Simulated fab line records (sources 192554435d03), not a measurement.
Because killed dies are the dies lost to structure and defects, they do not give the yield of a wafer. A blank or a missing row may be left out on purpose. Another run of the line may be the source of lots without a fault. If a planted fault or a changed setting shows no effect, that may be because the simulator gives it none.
fab line records | flow n5-finfet
[record] lots = 10 wafers = 30 last-day = 17
route steps=1938 shown BEOL_M7@1329 BEOL_M8@1334 PASSIVATION@1936
lots with no fault: from the same line, run without faults
start-h: hours from the record's opening day to when the first of the lot's shown wafers began | wait-h: hours since the lot's step before | " as in the row above | L1.1+2: several wafers, shown together as one row | - either no value or no given start | * or withheld: withheld | < > ~ a bound
route shown NAME@n: NAME is a module with steps in the file, n the number in the route of the first one | usual: average and standard deviation across the fault-free wafers | same: alike in all rows | chamber/n: place in a boat | sites: the reading at each site | _std_site: the standard deviation of these | _edge_site: inner sites' mean taken away from outer sites' mean | radius-mm: for every site, how far away it sits from the centre of the wafer | mask NAME#n: copy n | behind: tool/chamber where the wafer was last shaped | hold: reason for holding the lot/hours on hold/outcome of the hold | device: the transistor (n, p or np) that didn't switch | end of line: the route-end tests of the same wafers | a step with no rows: only its recipe | killed: dies that structure and defects cost at the first sort, which is not the same as the wafer's yield | map: a wafer's dies, x killed, . not, _ none there
set.NAME: the setting the step ran with; set.NAME@STEP: the setting that earlier step ran with | model.NAME: the simulator's own value behind a step, which no gauge read
route steps across a sampled set of lots; one table per step, one row per wafer
services: when a tool's chamber went out of use (start-h, in hours from the record's first day, below 0 if earlier), for how many hours, and the reason
[[steps]]
[step N5_BEOL_M7_DEP_56]
[recipe] material = SiCN target-thk-a = 100 temp-c = withheld precursor = 3MS/NH3 pressure-torr = 3 rf-w = 202 time-s = 17.5
[usual] showerhead-plenum-p-Torr = 3.667/0.013 throttle-valve-pct = 9.1/0.41
// columns lot.wafer tool chamber start-h wait-h showerhead-plenum-p-Torr throttle-valve-pct
L810.2 pecvd-03 0 198.14 0.0 3.693 9.1
L810.5 " 2 " " 3.659 8.8
L810.6 " 1 " " 3.690 9.4
L811.3 pecvd-03 0 198.42 0.0 3.683 9.0
L811.4 " 2 " " 3.665 8.7
L811.5 " 1 " " 3.693 9.3
L815.1 pecvd-04 0 227.98 0.0 3.659 9.5
L815.4 " 0 " " 3.656 9.4
L815.6 " 0 " " 3.656 9.3
L816.1 pecvd-03 0 229.67 0.0 3.680 9.2
L816.3 " 2 " " 3.656 8.7
L816.6 " 2 " " 3.663 8.7
L814.1 pecvd-03 2 232.73 0.0 3.665 8.9
L814.3 " 1 " " 3.688 9.3
L814.6 " 1 " " 3.687 9.2
L818.1 pecvd-04 1 239.38 0.0 3.663 8.8
L818.4 " 2 " " 3.672 8.6
L818.6 " 1 " " 3.679 9.0
L819.1 pecvd-01 0 240.34 0.0 3.668 9.8
L819.2 " 1 " " 3.658 9.8
L819.4 " 0 " " 3.658 9.6
L827.4 pecvd-01 2 292.55 0.0 3.646 8.7
L827.5 " 0 " " 3.668 9.7
L827.6 " 1 " " 3.662 9.7
L829.1 pecvd-01 2 311.05 0.0 3.645 8.9
L829.4 " 2 " " 3.654 8.6
L829.5 " 1 " " 3.655 9.8
L833.1 pecvd-03 1 334.79 0.0 3.671 9.2
L833.4 " 1 " " 3.681 9.3
L833.5 " 0 " " 3.685 9.0
[step N5_BEOL_M8_THK_MEAS_01]
[recipe] reads = SiCOH_lowk_of_BEOL_M8_ILD_DEP_00
[usual] M8_ILD_THK = 155.6/1.9
// columns lot.wafer tool chamber start-h wait-h M8_ILD_THK[nm]
L810.2 film-metro-01 - 198.85 0.4 155.9
L810.5 " - " " 156.0
L810.6 " - " " 157.9
L811.3 film-metro-01 - 199.13 0.3 153.8
L811.4 " - " " 155.2
L811.5 " - " " 155.2
L815.1 film-metro-01 - 228.70 0.4 151.7
L815.4 " - " " 155.2
L815.6 " - " " 155.3
L816.1 film-metro-01 - 230.40 0.4 155.9
L816.3 " - " " 156.0
L816.6 " - " " 156.8
L814.1 film-metro-02 - 233.70 0.4 157.5
L814.3 " - " " 156.1
L814.6 " - " " 159.1
L818.1 film-metro-02 - 240.14 0.4 156.7
L818.4 " - " " 156.9
L818.6 " - " " 156.1
L819.1 film-metro-01 - 241.05 0.4 154.0
L819.2 " - " " 152.7
L819.4 " - " " 156.7
L827.4 film-metro-02 - 293.24 0.2 156.9
L827.5 " - " " 156.2
L827.6 " - " " 156.0
L829.1 film-metro-02 - 311.76 0.4 153.6
L829.4 " - " " 156.6
L829.5 " - " " 154.0
L833.1 film-metro-01 - 335.98 0.8 155.2
L833.4 " - " " 156.9
L833.5 " - " " 156.1
[step N5_BEOL_M8_EXPOSE_08]
[recipe] mask-id = M8 na = 1.35 source-shape = dipole sigma-inner = 0.817 sigma-outer = 0.97 polarization = te dose-mj = 68.25
[usual] exposure-dose-mJ-cm2 = 68.20/0.07
[same] sigma-inner = 0.817
// columns lot.wafer tool chamber start-h wait-h mask exposure-dose-mJ-cm2
L810.2 arfi-scanner-01 0 199.20 - M8#0 68.19
L810.5 " 0 " " M8#0 68.16
L810.6 " 0 " " M8#0 68.20
L811.3 arfi-scanner-03 0 199.60 - M8#0 68.35
L811.4 " 0 " " M8#0 68.30
L811.5 " 0 " " M8#0 68.30
L815.1 arfi-scanner-02 0 230.22 - M8#0 68.16
L815.4 " 0 " " M8#0 68.26
L815.6 " 0 " " M8#0 68.15
L816.1 arfi-scanner-01 0 231.30 - M8#0 68.19
L816.3 " 0 " " M8#0 68.25
L816.6 " 0 " " M8#0 68.17
L814.1 arfi-scanner-02 0 234.21 - M8#0 68.14
L814.3 " 0 " " M8#0 68.15
L814.6 " 0 " " M8#0 68.14
L818.1 arfi-scanner-02 0 242.66 - M8#0 68.29
L818.4 " 0 " " M8#0 68.24
L818.6 " 0 " " M8#0 68.26
L819.1 arfi-scanner-03 0 242.98 - M8#0 68.26
L819.2 " 0 " " M8#0 68.35
L819.4 " 0 " " M8#0 68.30
L827.4 arfi-scanner-02 0 294.10 - M8#0 68.24
L827.5 " 0 " " M8#0 68.23
L827.6 " 0 " " M8#0 68.13
L829.1 arfi-scanner-02 0 313.03 - M8#0 70.69
L829.4 " 0 " " M8#0 70.68
L829.5 " 0 " " M8#0 70.60
L833.1 arfi-scanner-02 0 336.69 - M8#0 70.20
L833.4 " 0 " " M8#0 70.19
L833.5 " 0 " " M8#0 70.20
[step N5_BEOL_M8_CD_MEAS_11]
[recipe] target-cd-nm = 38.5 landing-energy-ev = 500 detector = se-inlens polarity = opening
[usual] cd-nm = 38.6/0.42
// columns lot.wafer tool chamber start-h wait-h cd-nm
L810.2 cd-sem-01 0 199.32 - 38.7
L810.5 " 0 " " 38.5
L810.6 " 0 " " 38.4
L811.3 cd-sem-03 0 199.72 - 38.4
L811.4 " 0 " " 38.3
L811.5 " 0 " " 39.0
L815.1 cd-sem-01 0 230.35 - 39.0
L815.4 " 0 " " 38.2
L815.6 " 0 " " 38.4
L816.1 cd-sem-02 0 231.43 - 38.9
L816.3 " 0 " " 38.4
L816.6 " 0 " " 38.7
L814.1 cd-sem-02 0 234.34 - 38.1
L814.3 " 0 " " 39.1
L814.6 " 0 " " 38.5
L818.1 cd-sem-02 0 242.78 - 38.3
L818.4 " 0 " " 38.7
L818.6 " 0 " " 38.6
L819.1 cd-sem-02 0 243.11 - 38.6
L819.2 " 0 " " 39.0
L819.4 " 0 " " 38.2
L827.4 cd-sem-02 0 294.21 - 38.4
L827.5 " 0 " " 39.0
L827.6 " 0 " " 38.9
L829.1 cd-sem-01 0 313.16 - 39.7
L829.4 " 0 " " 40.6
L829.5 " 0 " " 39.7
L833.1 cd-sem-02 0 336.82 - 39.9
L833.4 " 0 " " 40.0
L833.5 " 0 " " 40.3
[step N5_BEOL_M8_ETCH_61]
[recipe] chemistry = CF4 target = SiARC target-depth-a = 455 mask-material = CAR-ArF time-s = 75.8 ion-energy-ev = 80 pressure-mtorr = 40 source-w = 545 bias-w = 36 Ar_flow_sccm = 100 cf4-flow-sccm = 100 ends = cleared
[usual] chamber-pressure-mTorr = 40.00/0.037 drypump-motor-current-A = 5.8/0.59 etch-rf-on-time-s = 75.8/1.4 oes-product-au = 0.67/0.068 rf-vpp-V = 184.0/1.1 showerhead-plenum-p-Torr = 2.12/0.06 throttle-valve-pct = 15.62/0.26
// columns lot.wafer tool chamber start-h wait-h chamber-pressure-mTorr drypump-motor-current-A etch-rf-on-time-s oes-product-au rf-hours-counter-h rf-vpp-V showerhead-plenum-p-Torr throttle-valve-pct
L810.2 rie-diel-06 2 200.58 0.0 39.98 6.0 77.4 0.61 167 182.6 2.05 15.51
L810.5 " 1 " " 39.99 5.7 76.2 0.63 - 186.4 2.22 15.93
L810.6 " 2 " " 39.91 5.9 77.7 0.61 - 184.6 2.05 15.53
L811.3 rie-diel-06 0 201.65 0.0 40.05 6.8 76.8 0.66 117 184.5 2.07 15.37
L811.4 " 3 " " 39.99 4.9 74.6 0.68 102 184.6 2.16 15.67
L811.5 " 0 " " 40.00 6.8 76.6 0.66 - 183.6 2.07 15.38
L815.1 rie-diel-02 2 230.51 0.0 40.01 6.5 75.3 0.70 100 184.4 2.15 15.72
L815.4 " 3 " " 39.95 5.1 78.4 0.56 242 183.8 2.11 16.11
L815.6 " 0 " " 39.90 5.2 74.3 0.74 - 184.6 2.09 15.09
L816.1 rie-diel-02 3 231.55 0.0 39.98 5.1 77.6 0.56 243 184.7 2.11 16.14
L816.3 " 2 " " 40.00 6.5 74.2 0.71 101 183.9 2.15 15.72
L816.6 " 2 " " 39.97 6.5 74.5 0.70 - 184.6 2.15 15.73
L814.1 rie-diel-04 1 234.55 0.0 39.99 6.0 74.7 0.79 24 184.7 2.10 15.46
L814.3 " 2 " " 39.96 5.9 75.5 0.69 92 183.8 2.07 15.61
L814.6 " 2 " " 40.02 5.9 76.3 0.68 - 183.5 2.07 15.62
L818.1 rie-diel-02 3 242.91 0.0 40.01 5.1 78.7 0.55 247 184.2 2.10 16.14
L818.4 " 0 " " 40.03 5.3 74.6 0.72 48 182.9 2.08 15.10
L818.6 " 3 " " 40.04 5.1 79.0 0.55 - 183.1 2.10 16.12
L819.1 rie-diel-02 0 243.23 0.0 39.96 5.2 73.6 0.74 48 184.7 2.09 15.12
L819.2 " 2 " " 39.95 6.5 73.8 0.70 106 183.1 2.15 15.72
L819.4 " 3 " " 39.96 5.1 78.2 0.56 247 184.1 2.10 16.14
L827.4 rie-diel-02 2 294.36 0.0 39.97 6.4 74.7 0.68 - 183.9 2.14 15.77
L827.5 " 3 " " 40.00 5.1 76.0 0.80 - 182.1 2.10 15.66
L827.6 " 0 " " 40.01 5.2 73.8 0.71 - 183.8 2.08 15.15
L829.1 rie-diel-06 3 313.35 0.0 39.97 4.9 76.1 0.64 143 185.5 2.14 15.73
L829.4 " 0 " " 40.03 6.8 78.7 0.62 158 184.3 2.05 15.47
L829.5 " 2 " " 39.97 5.9 77.9 0.58 - 182.5 2.04 15.57
L833.1 rie-diel-04 3 336.94 0.0 40.04 6.0 76.3 0.67 118 185.4 2.24 15.59
L833.4 " 0 " " 40.00 6.5 74.4 0.74 47 183.9 2.10 15.47
L833.5 " 2 " " 40.01 5.9 75.7 0.65 - 182.5 2.06 15.70
[step N5_BEOL_M8_CD_MEAS_18]
[recipe] pitch-nm = 80 target-cd-nm = 40
[usual] cd-nm = 40.2/0.47
// columns lot.wafer tool chamber start-h wait-h cd-nm
L810.2 cd-sem-01 - 201.45 0.1 39.8
L810.5 " - " " 39.8
L810.6 " - " " 40.3
L811.3 cd-sem-01 - 202.14 0.1 39.7
L811.4 " - " " 39.6
L811.5 " - " " 40.6
L815.1 cd-sem-03 - 230.95 0.0 41.2
L815.4 " - " " 40.5
L815.6 " - " " 40.3
L816.1 cd-sem-02 - 231.98 0.0 39.8
L816.3 " - " " 40.4
L816.6 " - " " 40.4
L814.1 cd-sem-01 - 234.99 0.1 40.1
L814.3 " - " " 40.9
L814.6 " - " " 40.0
L818.1 cd-sem-02 - 243.33 0.0 39.2
L818.4 " - " " 40.5
L818.6 " - " " 39.9
L819.1 cd-sem-01 - 243.66 0.0 39.8
L819.2 " - " " 40.2
L819.4 " - " " 40.2
L827.4 cd-sem-02 - 294.76 0.1 40.1
L827.5 " - " " 40.1
L827.6 " - " " 40.3
L829.1 cd-sem-02 - 313.79 0.0 41.0
L829.4 " - " " 42.7
L829.5 " - " " 41.4
L833.1 cd-sem-03 - 337.40 0.0 41.6
L833.4 " - " " 41.7
L833.5 " - " " 42.1
[step N5_PASSIVATION_PROBE_49]
[usual] defect-limited-yield = 91.1/1.3 killed_at_M0_to_M3 = 36/10 killed_at_M4_up = 14/4.4 killed-at-contacts = 14/5.7 killed-at-front-end = 39/9.4 killed-at-other = 2.9/2.6 killed-dies = 105/15 killed-open = 70/12 killed-short = 34/7.1 sort_bin_5_function = 5.3/0.77 sort_bin_6_memory = 3.3/0.66 sort-n-pass = 1075/15 sort-yield-pct = 91.1/1.3
[same] gross-dies = 1180 killed-at-back-side = 0 sort_bin_4_leakage[%] = 0 sort_bin_8_speed[%] = 0
// columns lot.wafer tool chamber start-h wait-h defect-limited-yield[%] killed_at_M0_to_M3 killed_at_M4_up killed-at-contacts killed-at-front-end killed-at-other killed-dies killed-open killed-short sort_bin_5_function[%] sort_bin_6_memory[%] sort-n-pass sort-yield-pct[%]
L810.2 prober-02 - 274.92 0.1 91.7 24 11 19 37 7 98 62 36 4.6 3.1 1082 91.7
L810.5 prober-02 - 275.07 0.2 92.3 38 12 18 20 3 91 62 28 4.4 2.9 1089 92.3
L810.6 prober-02 - 275.12 0.3 92.1 26 18 8 39 2 93 64 29 5.3 2.4 1087 92.1
L811.3 prober-01 - 280.80 0.1 91.1 36 19 13 36 1 105 61 42 5.5 3.1 1075 91.1
L811.4 prober-01 - 280.85 0.2 91.6 34 13 8 40 4 99 63 33 4.6 3.4 1081 91.6
L811.5 prober-01 - 280.90 0.2 93.2 27 8 6 37 2 80 52 27 4.2 2.5 1100 93.2
L814.1 prober-01 - 298.49 0.0 90.8 34 12 9 54 0 109 72 37 5.4 3.3 1071 90.8
L814.3 prober-01 - 298.59 0.1 89.0 40 17 8 58 7 130 91 38 7.0 3.8 1050 89.0
L814.6 prober-01 - 298.74 0.3 89.0 50 22 12 42 4 130 89 38 6.7 3.9 1050 89.0
L815.1 prober-01 - 302.80 0.0 90.7 21 7 17 65 0 110 79 28 5.6 3.2 1070 90.7
L815.4 prober-01 - 302.95 0.2 90.8 18 23 13 54 1 109 70 35 5.6 3.4 1071 90.8
L815.6 prober-01 - 303.05 0.3 90.7 36 17 11 46 0 110 76 32 5.8 3.3 1070 90.7
L816.1 prober-02 - 303.57 0.0 89.2 62 12 16 33 4 127 81 45 5.8 4.6 1053 89.2
L816.3 prober-02 - 303.67 0.1 88.8 38 16 16 52 10 132 78 52 6.0 4.7 1048 88.8
L816.6 prober-02 - 303.82 0.3 90.8 50 11 19 26 3 109 66 42 5.4 3.7 1071 90.8
L819.1 prober-02 - 315.24 0.0 90.8 36 15 9 43 6 109 66 42 5.6 3.4 1071 90.8
L819.2 prober-02 - 315.29 0.1 91.8 41 13 8 35 0 97 66 31 5.2 2.9 1083 91.8
L819.4 prober-02 - 315.39 0.2 91.5 41 12 14 29 4 100 55 44 5.2 2.8 1080 91.5
L818.1 prober-02 - 316.88 0.0 91.0 27 12 20 40 7 106 74 29 4.8 3.7 1074 91.0
L818.4 prober-02 - 317.03 0.2 90.4 36 15 7 52 3 113 80 30 5.3 4.0 1067 90.4
L818.6 prober-02 - 317.13 0.3 91.5 24 8 12 49 7 100 71 29 5.3 3.1 1080 91.5
L827.4 prober-02 - 362.90 0.2 90.6 37 15 17 37 5 111 80 30 5.7 3.6 1069 90.6
L827.5 prober-02 - 362.95 0.2 91.4 19 18 6 57 2 102 61 35 4.7 3.2 1078 91.4
L827.6 prober-02 - 363.00 0.3 93.1 13 16 12 40 1 82 46 34 4.0 2.4 1098 93.1
L829.1 prober-02 - 389.50 0.0 90.9 30 23 17 37 0 107 79 25 5.6 3.3 1073 90.9
L829.4 prober-02 - 389.65 0.2 92.5 35 10 11 32 0 88 57 29 3.6 3.7 1092 92.5
L829.5 prober-02 - 389.70 0.2 90.8 32 19 13 41 3 108 77 30 5.3 3.6 1072 90.8
L833.1 prober-01 - 403.74 0.0 90.6 24 19 12 50 6 111 77 34 5.3 3.9 1069 90.6
L833.4 prober-01 - 403.89 0.2 93.0 20 12 12 36 3 83 59 24 3.8 2.7 1097 93.0
L833.5 prober-01 - 403.94 0.2 90.1 39 12 22 43 1 117 77 40 5.5 4.0 1063 90.1
// killed by level:class
L810.2 MOL_CONTACT_COAG:geometric-particle:open=15 BEOL_M0_SAQP:geometric-particle:open=11 FIN_SAQP:geometric-particle:short=9 STI_FIN_REVEAL:geometric-particle:open=6 BEOL_M3:geometric-particle:open=5 MOL_CONTACT_COAG:geometric-particle:short=4 STARTING-WAFER:geometric-particle:open=4 STARTING-WAFER:geometric-particle:short=4
L810.5 MOL_CONTACT_COAG:geometric-particle:open=13 BEOL_M2:geometric-particle:open=9 BEOL_M0_SAQP:geometric-particle:short=6 BEOL_M1:geometric-particle:open=6 BEOL_M4:geometric-particle:open=6 BEOL_M3:geometric-particle:open=5 MOL_CONTACT_COAG:geometric-particle:short=5 BEOL_M0_SAQP:geometric-particle:open=5
L810.6 BEOL_M4:geometric-particle:open=11 MOL_CONTACT_COAG:geometric-particle:open=8 BEOL_M2:geometric-particle:open=8 STI_FIN_REVEAL:geometric-particle:open=7 BEOL_M3:geometric-particle:open=7 DUMMY_GATE:geometric-particle:open=6 GATE_CUT:geometric-particle:short=6 FIN_SAQP:geometric-particle:open=5
L811.3 BEOL_M0_SAQP:geometric-particle:open=12 MOL_CONTACT_COAG:geometric-particle:open=10 BEOL_M0_SAQP:geometric-particle:short=9 FIN_SAQP:geometric-particle:short=7 GATE_CUT:geometric-particle:short=6 BEOL_M4:geometric-particle:open=6 STI_FIN_REVEAL:geometric-particle:open=5 BEOL_M1:geometric-particle:open=5
L811.4 BEOL_M2:geometric-particle:open=11 FIN_SAQP:geometric-particle:open=8 STI_FIN_REVEAL:geometric-particle:open=8 BEOL_M0_SAQP:geometric-particle:short=7 MOL_CONTACT_COAG:geometric-particle:open=7 FIN_SAQP:geometric-particle:short=6 BEOL_M0_SAQP:geometric-particle:open=5 BEOL_M3:geometric-particle:open=5
L811.5 BEOL_M0_SAQP:geometric-particle:open=11 STI_FIN_REVEAL:geometric-particle:open=10 DUMMY_GATE:geometric-particle:open=6 FIN_SAQP:geometric-particle:open=5 FIN_SAQP:geometric-particle:short=4 BEOL_M0_SAQP:geometric-particle:short=4 BEOL_M3:geometric-particle:open=4 MOL_CONTACT_COAG:geometric-particle:open=3
L814.1 STI_FIN_REVEAL:geometric-particle:open=17 FIN_SAQP:geometric-particle:open=14 BEOL_M0_SAQP:geometric-particle:short=8 MOL_CONTACT_COAG:geometric-particle:open=7 BEOL_M3:geometric-particle:open=6 BEOL_M0_SAQP:geometric-particle:open=5 BEOL_M1:geometric-particle:open=5 STARTING-WAFER:geometric-particle:open=5
L814.3 STI_FIN_REVEAL:geometric-particle:open=21 BEOL_M3:geometric-particle:open=11 MOL_CONTACT_COAG:geometric-particle:open=8 BEOL_M0_SAQP:geometric-particle:open=8 FIN_SAQP:geometric-particle:short=7 FIN_SAQP:geometric-particle:open=7 BEOL_M4:geometric-particle:open=7 BEOL_M1:geometric-particle:open=6
L814.6 FIN_SAQP:geometric-particle:open=17 MOL_CONTACT_COAG:geometric-particle:open=10 BEOL_M0_SAQP:geometric-particle:short=9 BEOL_M4:geometric-particle:open=9 BEOL_M3:geometric-particle:open=8 DUMMY_GATE:geometric-particle:open=7 BEOL_M1:geometric-particle:open=7 STI_FIN_REVEAL:geometric-particle:open=6
L815.1 STI_FIN_REVEAL:geometric-particle:open=30 MOL_CONTACT_COAG:geometric-particle:open=11 FIN_SAQP:geometric-particle:open=6 MOL_CONTACT_COAG:geometric-particle:short=6 DUMMY_GATE:geometric-particle:open=5 GATE_CUT:geometric-particle:open=5 BEOL_M1:geometric-particle:open=5 ILD0:geometric-particle:short=3
L815.4 STI_FIN_REVEAL:geometric-particle:open=16 BEOL_M4:geometric-particle:open=14 MOL_CONTACT_COAG:geometric-particle:open=9 GATE_CUT:geometric-particle:short=8 BEOL_M0_SAQP:geometric-particle:short=7 FIN_SAQP:geometric-particle:open=6 BEOL_M0_SAQP:geometric-particle:open=5 FIN_SAQP:geometric-particle:short=4
L815.6 BEOL_M0:geometric-particle:open=11 MOL_CONTACT_COAG:geometric-particle:open=10 BEOL_M4:geometric-particle:open=9 STI_FIN_REVEAL:geometric-particle:open=8 DUMMY_GATE:geometric-particle:open=7 FIN_SAQP:geometric-particle:open=6 FIN_SAQP:geometric-particle:short=6 BEOL_M0_SAQP:geometric-particle:short=5
L816.1 BEOL_M0_SAQP:geometric-particle:open=20 BEOL_M0_SAQP:geometric-particle:short=19 MOL_CONTACT_COAG:geometric-particle:open=15 BEOL_M2:geometric-particle:open=10 FIN_SAQP:geometric-particle:short=7 STI_FIN_REVEAL:geometric-particle:open=6 FIN_SAQP:geometric-particle:open=5 BEOL_M3:geometric-particle:open=5
L816.3 BEOL_M0_SAQP:geometric-particle:short=14 MOL_CONTACT_COAG:geometric-particle:open=13 FIN_SAQP:geometric-particle:short=12 STI_FIN_REVEAL:geometric-particle:open=12 BEOL_M0_SAQP:geometric-particle:open=11 BEOL_M4:geometric-particle:open=8 FIN_SAQP:geometric-particle:open=6 BEOL_M2:geometric-particle:open=6
L816.6 BEOL_M0_SAQP:geometric-particle:short=19 MOL_CONTACT_COAG:geometric-particle:open=12 STI_FIN_REVEAL:geometric-particle:open=8 BEOL_M2:geometric-particle:open=8 MOL_CONTACT_COAG:geometric-particle:short=7 BEOL_M0_SAQP:geometric-particle:open=7 BEOL_M1:geometric-particle:open=6 BEOL_M4:geometric-particle:open=6
L819.1 FIN_SAQP:geometric-particle:short=12 BEOL_M4:geometric-particle:open=10 STI_FIN_REVEAL:geometric-particle:open=9 BEOL_M0_SAQP:geometric-particle:open=8 GATE_CUT:geometric-particle:short=7 BEOL_M0_SAQP:geometric-particle:short=7 BEOL_M3:geometric-particle:open=6 MOL_CONTACT_COAG:geometric-particle:open=6
L819.2 BEOL_M0_SAQP:geometric-particle:short=12 BEOL_M0_SAQP:geometric-particle:open=10 BEOL_M3:geometric-particle:open=8 STI_FIN_REVEAL:geometric-particle:open=7 BEOL_M4:geometric-particle:open=7 FIN_SAQP:geometric-particle:open=5 GATE_CUT:geometric-particle:short=5 MOL_CONTACT_COAG:geometric-particle:open=5
L819.4 FIN_SAQP:geometric-particle:short=11 MOL_CONTACT_COAG:geometric-particle:open=10 BEOL_M3:geometric-particle:open=8 BEOL_M0_SAQP:geometric-particle:short=6 BEOL_M0_SAQP:geometric-particle:open=6 BEOL_M1:geometric-particle:open=6 BEOL_M4:geometric-particle:open=6 GATE_CUT:geometric-particle:short=5
L818.1 MOL_CONTACT_COAG:geometric-particle:open=16 STI_FIN_REVEAL:geometric-particle:open=12 BEOL_M0:geometric-particle:open=8 BEOL_M4:geometric-particle:open=6 FIN_SAQP:geometric-particle:short=5 FIN_SAQP:geometric-particle:open=4 MOL_CONTACT_COAG:geometric-particle:short=4 BEOL_M2:geometric-particle:open=4
L818.4 STI_FIN_REVEAL:geometric-particle:open=18 FIN_SAQP:geometric-particle:open=9 BEOL_M3:geometric-particle:open=8 FIN_SAQP:geometric-particle:short=7 BEOL_M0_SAQP:geometric-particle:open=7 MOL_CONTACT_COAG:geometric-particle:open=6 BEOL_M1:geometric-particle:open=5 BEOL_M4:geometric-particle:open=5
L818.6 STI_FIN_REVEAL:geometric-particle:open=12 MOL_CONTACT_COAG:geometric-particle:open=8 FIN_SAQP:geometric-particle:open=7 BEOL_M0_SAQP:geometric-particle:short=6 BEOL_M3:geometric-particle:open=6 FIN_SAQP:geometric-particle:short=5 DUMMY_GATE:geometric-particle:open=5 BEOL_M4:geometric-particle:open=5
L827.4 MOL_CONTACT_COAG:geometric-particle:open=14 BEOL_M0_SAQP:geometric-particle:short=9 BEOL_M4:geometric-particle:open=9 BEOL_M0_SAQP:geometric-particle:open=9 DUMMY_GATE:geometric-particle:open=8 STI_FIN_REVEAL:geometric-particle:open=8 GATE_CUT:geometric-particle:short=8 GATE_CUT:geometric-particle:open=5
L827.5 FIN_SAQP:geometric-particle:short=14 FIN_SAQP:geometric-particle:open=12 BEOL_M4:geometric-particle:open=10 STI_FIN_REVEAL:geometric-particle:open=7 DUMMY_GATE:geometric-particle:open=6 BEOL_M1:geometric-particle:open=3 GATE_CUT:geometric-particle:short=3 MOL_CONTACT_COAG:geometric-particle:short=3
L827.6 FIN_SAQP:geometric-particle:short=9 BEOL_M4:geometric-particle:open=9 STI_FIN_REVEAL:geometric-particle:open=8 MOL_CONTACT_COAG:geometric-particle:open=7 FIN_SAQP:geometric-particle:open=6 MOL_CONTACT_COAG:geometric-particle:short=5 STARTING-WAFER:geometric-particle:short=4 STI_FIN_REVEAL:geometric-particle:short=3
L829.1 MOL_CONTACT_COAG:geometric-particle:open=13 STI_FIN_REVEAL:geometric-particle:open=12 BEOL_M3:geometric-particle:open=9 BEOL_M0_SAQP:geometric-particle:short=8 GATE_CUT:geometric-particle:open=7 BEOL_M4:geometric-particle:open=7 FIN_SAQP:geometric-particle:open=5 BEOL_M5:geometric-particle:open=5
L829.4 BEOL_M1:geometric-particle:open=11 BEOL_M3:geometric-particle:open=9 STI_FIN_REVEAL:geometric-particle:open=8 BEOL_M3:geometric-particle:short=7 FIN_SAQP:geometric-particle:open=6 GATE_CUT:geometric-particle:short=5 MOL_CONTACT_COAG:geometric-particle:open=5 MOL_CONTACT_COAG:geometric-particle:short=4
L829.5 BEOL_M3:geometric-particle:open=13 STI_FIN_REVEAL:geometric-particle:open=12 MOL_CONTACT_COAG:geometric-particle:open=12 FIN_SAQP:geometric-particle:short=10 BEOL_M3:geometric-particle:short=8 BEOL_M4:geometric-particle:open=8 STI_FIN_REVEAL:geometric-particle:short=5 DUMMY_GATE:geometric-particle:open=5
L833.1 FIN_SAQP:geometric-particle:open=17 MOL_CONTACT_COAG:geometric-particle:open=11 BEOL_M4:geometric-particle:open=8 FIN_SAQP:geometric-particle:short=7 GATE_CUT:geometric-particle:short=7 BEOL_M0_SAQP:geometric-particle:open=6 BEOL_M2:geometric-particle:open=4 BEOL_M3:geometric-particle:short=4
L833.4 FIN_SAQP:geometric-particle:open=10 MOL_CONTACT_COAG:geometric-particle:open=10 BEOL_M4:geometric-particle:open=8 STI_FIN_REVEAL:geometric-particle:open=6 BEOL_M0_SAQP:geometric-particle:open=5 BEOL_M1:geometric-particle:open=4 STARTING-WAFER:geometric-particle:short=4 GATE_CUT:geometric-particle:short=3
L833.5 MOL_CONTACT_COAG:geometric-particle:open=17 STI_FIN_REVEAL:geometric-particle:open=12 BEOL_M0_SAQP:geometric-particle:short=12 BEOL_M0_SAQP:geometric-particle:open=11 FIN_SAQP:geometric-particle:short=8 BEOL_M4:geometric-particle:open=7 BEOL_M3:geometric-particle:open=6 STARTING-WAFER:geometric-particle:open=5
[[services]]
// columns tool chamber start-h hours kind
arfi-scanner-02 - 176.05 0.8 pm
pecvd-03 - 182.57 0.5 repair
arfi-scanner-01 - 187.19 1.3 pm
rie-diel-02 - 187.98 14.6 pm
pecvd-04 - 197.88 0.6 repair
arfi-scanner-02 - 199.42 3.1 pm
rie-diel-04 1 209.25 5.5 repair
arfi-scanner-03 - 209.35 21.0 pm
arfi-scanner-03 - 230.35 3.1 pm
rie-diel-04 0 234.06 1.5 repair
arfi-scanner-02 - 236.38 1.3 pm
arfi-scanner-03 - 237.44 0.8 pm
arfi-scanner-03 - 249.53 0.9 repair
rie-diel-02 3 252.44 - clean
arfi-scanner-02 - 253.80 1.8 repair
arfi-scanner-01 - 254.35 1.0 pm
arfi-scanner-02 - 259.02 0.6 repair
arfi-scanner-03 - 262.92 1.3 pm
arfi-scanner-01 - 274.11 1.0 pm
arfi-scanner-02 0 295.55 - calibration
pecvd-04 - 304.29 2.8 pm
pecvd-04 2 309.11 4.2 repair
arfi-scanner-01 - 312.69 1.3 pm
arfi-scanner-02 - 327.47 1.0 pm
[[key]]
[first-sign] step = N5_BEOL_M8_EXPOSE_08 reading = exposure-dose-mJ-cm2 direction = up sigmas = 32 usual = 68.20 struck = 70.43
[effect] step = N5_BEOL_M8_CD_MEAS_11 reading = cd-nm direction = up sigmas = 3.4 usual = 38.6 struck = 40.1 through = control-loop
[effect] step = N5_BEOL_M8_CD_MEAS_18 reading = cd-nm direction = up sigmas = 3.3 usual = 40.2 struck = 41.7 through = control-loop
met-at N5_BEOL_M8_EXPOSE_08
struck-lots L829,L833
[loop-trim] step = N5_BEOL_M8_EXPOSE_08 setting = dose lots = L833
not-acting-at N5_BEOL_M7_DEP_56,N5_BEOL_M8_THK_MEAS_01,N5_BEOL_M8_ETCH_61
onset-between 294.10 313.03
[fault] kind = process-parameter-drift tool = arfi-scanner-02 chamber = - onset-h = 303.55 steps = N5_BEOL_M8_EXPOSE_08 channel = dose-mj offset = 2.5253 shape = step acts-in = these-recipes-only stated = 68.25
// loop-trim: a control loop set the setting to another value than it would have without faults
